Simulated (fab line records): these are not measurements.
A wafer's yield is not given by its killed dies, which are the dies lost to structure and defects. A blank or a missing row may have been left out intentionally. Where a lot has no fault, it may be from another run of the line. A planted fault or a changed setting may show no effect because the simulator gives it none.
Matching of chambers | flow nandHarc | 4 sister chambers for NHARC_A_STAIRCASE_ETCH_23 on rieDiel-08
The step etches the open film in C4F8/O2, target depth 100 nm, time 40.5 s. 4 wafers are shown with their chamber, then 7 later ones without.

## WAFERS WITH THEIR CHAMBER
wafer  | chamber | rfFwdPowerW (W)
L927.1 | 3       | 592
L929.6 | 1       | 594
L931.2 | 2       | 586
L931.3 | 0       | 589

## WAFERS WITH NO CHAMBER GIVEN
wafer  | rfFwdPowerW (W)
L931.5 | 594
L938.1 | 590
L938.2 | 594
L938.6 | 590
L945.3 | 594
L945.4 | 593
L945.6 | 592

## CHAMBER TAKEN BY EACH
wafer  | from the rows above     | in truth
L931.5 | 1                       | 1
L938.1 | can't be placed: 0 or 3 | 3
L938.2 | 1                       | 1
L938.6 | can't be placed: 0 or 3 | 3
L945.3 | 1                       | 1
L945.4 | can't be placed: 1 or 3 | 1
L945.6 | 3                       | 3
Placed correctly: 4 of 7. From these rows, 3 cannot be placed; in 3 the true chamber is one of the candidates. Wrongly placed: 0.
How it was worked out, from the rows above alone: a wafer's distance from a chamber is the root of the sum, over the readings, of the square of ((its reading less the chamber's mean) divided by the reading's scatter). The wafer belongs to the nearest chamber; if the next one is less than 2 further off, it can't be placed. For every chamber, the mean is computed from those of its wafers that are shown. The scatter: root of mean squared gap, hidden wafer to nearest shown wafer, with one shown wafer a chamber.
